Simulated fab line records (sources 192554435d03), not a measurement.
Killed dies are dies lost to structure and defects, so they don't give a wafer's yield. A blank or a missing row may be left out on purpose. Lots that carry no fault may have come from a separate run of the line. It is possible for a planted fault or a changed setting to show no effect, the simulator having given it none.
Which tool was responsible? / flow n5Finfet / 10 lots, 30 wafers sampled, at 5 steps of a route of 1938

WHAT EACH GAUGE READ, for each wafer
The record holds no reading of a measuring or inspecting step that can be judged against a usual standard deviation.

WHAT TOOL EACH LOT RAN ON (gives the tool, then ch and the chambers of the sampled wafers, and finally the start)
lot=L749; N5_BEOL_M1_STRIP_97=rieDiel-01 ch 0,1,2, day 7 02:52; N5_PASSIVATION_VIA_ETCH_13=rieDiel-02 ch 0,1, day 13 22:18; N5_PASSIVATION_ETCH_15=rieDiel-02 ch 0,1, day 13 22:46 or earlier; N5_PASSIVATION_DEGAS_18=pvdSputter-02, day 13 22:46; N5_PASSIVATION_PROBE_49=-
lot=L752; N5_BEOL_M1_STRIP_97=rieDiel-03 ch 0,2, day 8 03:14; N5_PASSIVATION_VIA_ETCH_13=rieDiel-02 ch 0,1, day 14 14:19; N5_PASSIVATION_ETCH_15=rieDiel-02 ch 0,1, day 14 15:01 or earlier; N5_PASSIVATION_DEGAS_18=pvdSputter-03, day 14 15:01; N5_PASSIVATION_PROBE_49=-
lot=L754; N5_BEOL_M1_STRIP_97=rieDiel-02 ch 1,2,3, day 8 08:03; N5_PASSIVATION_VIA_ETCH_13=rieDiel-01 ch 2, day 15 07:02; N5_PASSIVATION_ETCH_15=rieDiel-01 ch 2, day 15 07:39 or earlier; N5_PASSIVATION_DEGAS_18=pvdSputter-02, day 15 07:39; N5_PASSIVATION_PROBE_49=-
lot=L753; N5_BEOL_M1_STRIP_97=rieDiel-03 ch 0,3, day 8 08:14; N5_PASSIVATION_VIA_ETCH_13=rieDiel-03 ch 0,2,3, day 15 10:04; N5_PASSIVATION_ETCH_15=rieDiel-03 ch 0,2,3, day 15 10:49 or earlier; N5_PASSIVATION_DEGAS_18=pvdSputter-01, day 15 10:49; N5_PASSIVATION_PROBE_49=-
lot=L757; N5_BEOL_M1_STRIP_97=rieDiel-03 ch 2,3, day 8 23:09; N5_PASSIVATION_VIA_ETCH_13=rieDiel-03 ch 1,2,3, day 15 19:44; N5_PASSIVATION_ETCH_15=rieDiel-03 ch 1,2,3, day 15 20:44 or earlier; N5_PASSIVATION_DEGAS_18=pvdSputter-01, day 15 20:44; N5_PASSIVATION_PROBE_49=prober-02, day 16 02:29
lot=L759; N5_BEOL_M1_STRIP_97=rieDiel-03 ch 0,1,2, day 9 04:40; N5_PASSIVATION_VIA_ETCH_13=rieDiel-01 ch 0,1, day 16 02:39; N5_PASSIVATION_ETCH_15=rieDiel-01 ch 0,1, day 16 03:46 or earlier; N5_PASSIVATION_DEGAS_18=pvdSputter-02, day 16 03:46; N5_PASSIVATION_PROBE_49=prober-02, day 16 10:07
lot=L760; N5_BEOL_M1_STRIP_97=rieDiel-03 ch 1,2, day 9 22:12; N5_PASSIVATION_VIA_ETCH_13=rieDiel-03 ch 0,1,2, day 16 21:34; N5_PASSIVATION_ETCH_15=rieDiel-03 ch 0,1,2, day 16 22:22 or earlier; N5_PASSIVATION_DEGAS_18=pvdSputter-01, day 16 22:22; N5_PASSIVATION_PROBE_49=prober-01, day 17 04:08
lot=L764; N5_BEOL_M1_STRIP_97=rieDiel-01 ch 1,3, day 10 17:06; N5_PASSIVATION_VIA_ETCH_13=rieDiel-02 ch 0,1,3, day 16 21:25; N5_PASSIVATION_ETCH_15=rieDiel-02 ch 0,1,3, day 16 22:01 or earlier; N5_PASSIVATION_DEGAS_18=pvdSputter-01, day 16 22:01; N5_PASSIVATION_PROBE_49=-
lot=L765; N5_BEOL_M1_STRIP_97=rieDiel-01 ch 0,1,2, day 11 01:04; N5_PASSIVATION_VIA_ETCH_13=rieDiel-02 ch 0,2,3, day 18 18:15; N5_PASSIVATION_ETCH_15=rieDiel-02 ch 0,2,3, day 18 19:16 or earlier; N5_PASSIVATION_DEGAS_18=pvdSputter-02, day 18 19:16; N5_PASSIVATION_PROBE_49=prober-02, day 19 02:32
lot=L766; N5_BEOL_M1_STRIP_97=rieDiel-01 ch 0,1,3, day 11 07:34; N5_PASSIVATION_VIA_ETCH_13=rieDiel-01 ch 1,2,3, day 18 06:21; N5_PASSIVATION_ETCH_15=rieDiel-01 ch 1,2,3, day 18 06:49 or earlier; N5_PASSIVATION_DEGAS_18=pvdSputter-02, day 18 06:49; N5_PASSIVATION_PROBE_49=-
- N5_BEOL_M1_STRIP_97: strips in N2/H2, time 10 s.
- N5_PASSIVATION_VIA_ETCH_13: etches SiO2 in CHF3/O2, target depth 660 nm, time 330 s.
- N5_PASSIVATION_ETCH_15: etches SiCN in CF4/N2, target depth 75 nm, time 81.2 s.
- N5_PASSIVATION_DEGAS_18: time 60 s.
- N5_PASSIVATION_PROBE_49

AS READ BY THE TOOLS THEMSELVES (means over the sampled wafers that have a number; for cases with no such wafer, the mark the record gives instead)
N5_BEOL_M1_STRIP_97. Usual: drypumpMotorCurrentA 5.7 A, standard deviation 0.37; oesProductAu 0.77 a.u., standard deviation 0.078; rfVppV 59.2 V, standard deviation 0.96; showerheadPlenumPTorr 2.55 Torr, standard deviation 0.083; throttleValvePct 23.89 %, standard deviation 0.22.
lot=L749; tool=rieDiel-01; drypumpMotorCurrentA (A)=5.8; oesProductAu (a.u.)=0.74; rfVppV (V)=59.6; showerheadPlenumPTorr (Torr)=2.57; throttleValvePct (%)=23.97; flag=
lot=L752; tool=rieDiel-03; drypumpMotorCurrentA (A)=5.4; oesProductAu (a.u.)=0.76; rfVppV (V)=59.3; showerheadPlenumPTorr (Torr)=2.53; throttleValvePct (%)=23.82; flag=
lot=L754; tool=rieDiel-02; drypumpMotorCurrentA (A)=5.4; oesProductAu (a.u.)=0.80; rfVppV (V)=59.1; showerheadPlenumPTorr (Torr)=2.62; throttleValvePct (%)=23.86; flag=
lot=L753; tool=rieDiel-03; drypumpMotorCurrentA (A)=5.5; oesProductAu (a.u.)=0.74; rfVppV (V)=58.4; showerheadPlenumPTorr (Torr)=2.52; throttleValvePct (%)=24.08; flag=
lot=L757; tool=rieDiel-03; drypumpMotorCurrentA (A)=5.4; oesProductAu (a.u.)=0.75; rfVppV (V)=59.6; showerheadPlenumPTorr (Torr)=2.52; throttleValvePct (%)=23.85; flag=
lot=L759; tool=rieDiel-03; drypumpMotorCurrentA (A)=5.6; oesProductAu (a.u.)=0.81; rfVppV (V)=59.7; showerheadPlenumPTorr (Torr)=2.59; throttleValvePct (%)=23.88; flag=
lot=L760; tool=rieDiel-03; drypumpMotorCurrentA (A)=5.7; oesProductAu (a.u.)=0.87; rfVppV (V)=59.6; showerheadPlenumPTorr (Torr)=2.64; throttleValvePct (%)=23.84; flag=
lot=L764; tool=rieDiel-01; drypumpMotorCurrentA (A)=6.2; oesProductAu (a.u.)=0.72; rfVppV (V)=58.6; showerheadPlenumPTorr (Torr)=2.49; throttleValvePct (%)=24.05; flag=
lot=L765; tool=rieDiel-01; drypumpMotorCurrentA (A)=5.7; oesProductAu (a.u.)=0.72; rfVppV (V)=59.3; showerheadPlenumPTorr (Torr)=2.56; throttleValvePct (%)=23.99; flag=
lot=L766; tool=rieDiel-01; drypumpMotorCurrentA (A)=6.1; oesProductAu (a.u.)=0.72; rfVppV (V)=59.6; showerheadPlenumPTorr (Torr)=2.49; throttleValvePct (%)=24.02; flag=

N5_PASSIVATION_VIA_ETCH_13. Usual: value, then standard deviation, for each; drypumpMotorCurrentA 5.6 A / 0.31; etchRfOnTimeS 234 s / 5.1; oesProductAu 0.69 a.u. / 0.083; rfFwdPowerW 647.8 W / 2.3; rfVppV 526 V / 9.3; showerheadPlenumPTorr 2.42 Torr / 0.075; throttleValvePct 19.09 % / 0.22.
lot=L749; tool=rieDiel-02; drypumpMotorCurrentA (A)=5.7; etchRfOnTimeS (s)=238; oesProductAu (a.u.)=0.67; rfFwdPowerW (W)=646.3; rfVppV (V)=529; showerheadPlenumPTorr (Torr)=2.43; throttleValvePct (%)=18.94; flag=
lot=L752; tool=rieDiel-02; drypumpMotorCurrentA (A)=5.7; etchRfOnTimeS (s)=235; oesProductAu (a.u.)=0.69; rfFwdPowerW (W)=649.9; rfVppV (V)=527; showerheadPlenumPTorr (Torr)=2.39; throttleValvePct (%)=18.76; flag=
lot=L754; tool=rieDiel-01; drypumpMotorCurrentA (A)=5.5; etchRfOnTimeS (s)=233; oesProductAu (a.u.)=0.63; rfFwdPowerW (W)=648.9; rfVppV (V)=522; showerheadPlenumPTorr (Torr)=2.46; throttleValvePct (%)=19.31; flag=
lot=L753; tool=rieDiel-03; drypumpMotorCurrentA (A)=5.4; etchRfOnTimeS (s)=234; oesProductAu (a.u.)=0.64; rfFwdPowerW (W)=648.3; rfVppV (V)=523; showerheadPlenumPTorr (Torr)=2.39; throttleValvePct (%)=19.21; flag=
lot=L757; tool=rieDiel-03; drypumpMotorCurrentA (A)=5.6; etchRfOnTimeS (s)=230; oesProductAu (a.u.)=0.70; rfFwdPowerW (W)=644.7; rfVppV (V)=526; showerheadPlenumPTorr (Torr)=2.43; throttleValvePct (%)=19.19; flag=
lot=L759; tool=rieDiel-01; drypumpMotorCurrentA (A)=5.9; etchRfOnTimeS (s)=237; oesProductAu (a.u.)=0.62; rfFwdPowerW (W)=649.6; rfVppV (V)=522; showerheadPlenumPTorr (Torr)=2.38; throttleValvePct (%)=19.24; flag=
lot=L760; tool=rieDiel-03; drypumpMotorCurrentA (A)=5.5; etchRfOnTimeS (s)=235; oesProductAu (a.u.)=0.68; rfFwdPowerW (W)=647.8; rfVppV (V)=531; showerheadPlenumPTorr (Torr)=2.44; throttleValvePct (%)=19.12; flag=
lot=L764; tool=rieDiel-02; drypumpMotorCurrentA (A)=5.5; etchRfOnTimeS (s)=240; oesProductAu (a.u.)=0.70; rfFwdPowerW (W)=647.6; rfVppV (V)=531; showerheadPlenumPTorr (Torr)=2.45; throttleValvePct (%)=18.96; flag=
lot=L765; tool=rieDiel-02; drypumpMotorCurrentA (A)=5.5; etchRfOnTimeS (s)=234; oesProductAu (a.u.)=0.77; rfFwdPowerW (W)=647.8; rfVppV (V)=522; showerheadPlenumPTorr (Torr)=2.42; throttleValvePct (%)=18.87; flag=
lot=L766; tool=rieDiel-01; drypumpMotorCurrentA (A)=6.0; etchRfOnTimeS (s)=232; oesProductAu (a.u.)=0.70; rfFwdPowerW (W)=649.9; rfVppV (V)=525; showerheadPlenumPTorr (Torr)=2.37; throttleValvePct (%)=19.10; flag=

N5_PASSIVATION_ETCH_15. Usual: drypumpMotorCurrentA 5.6 A, standard deviation 0.31; oesProductAu 0.77 a.u., standard deviation 0.092; rfFwdPowerW 427.9 W, standard deviation 1.5; rfVppV 382.6 V, standard deviation 1.7; showerheadPlenumPTorr 2.22 Torr, standard deviation 0.067; throttleValvePct 15.66 %, standard deviation 0.22.
lot=L749; tool=rieDiel-02; drypumpMotorCurrentA (A)=5.7; oesProductAu (a.u.)=0.73; rfFwdPowerW (W)=427.4; rfVppV (V)=382.4; showerheadPlenumPTorr (Torr)=2.23; throttleValvePct (%)=15.54; flag=
lot=L752; tool=rieDiel-02; drypumpMotorCurrentA (A)=5.7; oesProductAu (a.u.)=0.77; rfFwdPowerW (W)=429.5; rfVppV (V)=381.5; showerheadPlenumPTorr (Torr)=2.19; throttleValvePct (%)=15.36; flag=
lot=L754; tool=rieDiel-01; drypumpMotorCurrentA (A)=5.5; oesProductAu (a.u.)=0.71; rfFwdPowerW (W)=428.6; rfVppV (V)=384.2; showerheadPlenumPTorr (Torr)=2.26; throttleValvePct (%)=15.95; flag=
lot=L753; tool=rieDiel-03; drypumpMotorCurrentA (A)=5.4; oesProductAu (a.u.)=0.71; rfFwdPowerW (W)=427.0; rfVppV (V)=381.5; showerheadPlenumPTorr (Torr)=2.19; throttleValvePct (%)=15.78; flag=
lot=L757; tool=rieDiel-03; drypumpMotorCurrentA (A)=5.6; oesProductAu (a.u.)=0.76; rfFwdPowerW (W)=427.4; rfVppV (V)=382.1; showerheadPlenumPTorr (Torr)=2.23; throttleValvePct (%)=15.73; flag=
lot=L759; tool=rieDiel-01; drypumpMotorCurrentA (A)=5.8; oesProductAu (a.u.)=0.69; rfFwdPowerW (W)=429.0; rfVppV (V)=381.8; showerheadPlenumPTorr (Torr)=2.18; throttleValvePct (%)=15.82; flag=
lot=L760; tool=rieDiel-03; drypumpMotorCurrentA (A)=5.5; oesProductAu (a.u.)=0.76; rfFwdPowerW (W)=426.6; rfVppV (V)=383.4; showerheadPlenumPTorr (Torr)=2.23; throttleValvePct (%)=15.66; flag=
lot=L764; tool=rieDiel-02; drypumpMotorCurrentA (A)=5.5; oesProductAu (a.u.)=0.77; rfFwdPowerW (W)=427.3; rfVppV (V)=383.7; showerheadPlenumPTorr (Torr)=2.24; throttleValvePct (%)=15.54; flag=
lot=L765; tool=rieDiel-02; drypumpMotorCurrentA (A)=5.5; oesProductAu (a.u.)=0.85; rfFwdPowerW (W)=427.8; rfVppV (V)=382.2; showerheadPlenumPTorr (Torr)=2.21; throttleValvePct (%)=15.43; flag=
lot=L766; tool=rieDiel-01; drypumpMotorCurrentA (A)=6.0; oesProductAu (a.u.)=0.78; rfFwdPowerW (W)=427.9; rfVppV (V)=382.2; showerheadPlenumPTorr (Torr)=2.17; throttleValvePct (%)=15.67; flag=

N5_PASSIVATION_DEGAS_18. Usual: heaterPowerW 477 W, standard deviation 64.
lot=L749; tool=pvdSputter-02; heaterPowerW (W)=502; flag=
lot=L752; tool=pvdSputter-03; heaterPowerW (W)=473; flag=
lot=L754; tool=pvdSputter-02; heaterPowerW (W)=544; flag=
lot=L753; tool=pvdSputter-01; heaterPowerW (W)=429; flag=
lot=L757; tool=pvdSputter-01; heaterPowerW (W)=430; flag=
lot=L759; tool=pvdSputter-02; heaterPowerW (W)=520; flag=
lot=L760; tool=pvdSputter-01; heaterPowerW (W)=492; flag=
lot=L764; tool=pvdSputter-01; heaterPowerW (W)=489; flag=
lot=L765; tool=pvdSputter-02; heaterPowerW (W)=496; flag=
lot=L766; tool=pvdSputter-02; heaterPowerW (W)=484; flag=

N5_PASSIVATION_PROBE_49. Usual: defectLimitedYield 91.1 %, standard deviation 1.4; killed_at_M0_to_M3 36, standard deviation 11; killed_at_M4_up 14, standard deviation 5.2; killedAtContacts 12, standard deviation 6.1; killedAtFrontEnd 40, standard deviation 12; killedAtOther 3.2, standard deviation 2.5; killedDies 105, standard deviation 16; killedOpen 68, standard deviation 12; killedShort 35, standard deviation 8.7; sort_bin_5_function 5.2 %, standard deviation 0.89; sort_bin_6_memory 3.3 %, standard deviation 0.66; sortNPass 1074, standard deviation 16; sortYieldPct 91.1 %, standard deviation 1.4.
lot=L757; tool=prober-02; defectLimitedYield (%)=85.8; killed_at_M0_to_M3=113; killed_at_M4_up=11; killedAtContacts=10; killedAtFrontEnd=28; killedAtOther=7.0; killedDies=168; killedOpen=54; killedShort=29; sort_bin_5_function (%)=8.8; sort_bin_6_memory (%)=3.5; sortNPass=1012; sortYieldPct (%)=85.8; flag=OFF
lot=L759; tool=prober-02; defectLimitedYield (%)=88.4; killed_at_M0_to_M3=80; killed_at_M4_up=11; killedAtContacts=12; killedAtFrontEnd=33; killedAtOther=1.0; killedDies=137; killedOpen=62; killedShort=32; sort_bin_5_function (%)=7.5; sort_bin_6_memory (%)=3.3; sortNPass=1043; sortYieldPct (%)=88.4; flag=OFF
lot=L760; tool=prober-01; defectLimitedYield (%)=86.1; killed_at_M0_to_M3=92; killed_at_M4_up=12; killedAtContacts=8; killedAtFrontEnd=48; killedAtOther=4.7; killedDies=164; killedOpen=77; killedShort=44; sort_bin_5_function (%)=7.9; sort_bin_6_memory (%)=4.4; sortNPass=1016; sortYieldPct (%)=86.1; flag=OFF
lot=L765; tool=prober-02; defectLimitedYield (%)=92.1; killed_at_M0_to_M3=20; killed_at_M4_up=16; killedAtContacts=14; killedAtFrontEnd=41; killedAtOther=2.0; killedDies=93; killedOpen=59; killedShort=30; sort_bin_5_function (%)=5.0; sort_bin_6_memory (%)=2.6; sortNPass=1087; sortYieldPct (%)=92.1; flag=

THE ANSWER, worked out from the rows above alone
Rule: take the mean of a lot's wafers that have a number; if it is more than 3 standard deviations from the usual mean, the lot is off. A lot without any number at a reading at which 4 lots or more have one is off too. All remaining lots with rows at the step are treated as sound. First the gauges in route order, then the tools' own readings, where a lot's mean is used as printed above. At the first step where some lot is off, the reading lying furthest off is the one used; lots without a number count as furthest.
Off: L757, L759, L760, at N5_PASSIVATION_PROBE_49 (killed_at_M0_to_M3). Neither off nor sound, because the step has no rows for them: L749, L752, L754, L753, L764, L766.
If a tool, at that step or one of the process steps before it, ran each lot that is off and ran no sound lot following the first of them, it fits. N5_PASSIVATION_ETCH_15 gives no start for some lots, so the hours and the order of its lots are those of N5_PASSIVATION_DEGAS_18. One candidate fits, namely rieDiel-03 at N5_BEOL_M1_STRIP_97. It ran no sound lot before its first lot that is off in this sample, so the start can't be narrowed down.

WHAT THE SIMULATOR HAD INSERTED
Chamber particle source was rieDiel-03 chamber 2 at N5_BEOL_M1_STRIP_97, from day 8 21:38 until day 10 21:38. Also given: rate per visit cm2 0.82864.
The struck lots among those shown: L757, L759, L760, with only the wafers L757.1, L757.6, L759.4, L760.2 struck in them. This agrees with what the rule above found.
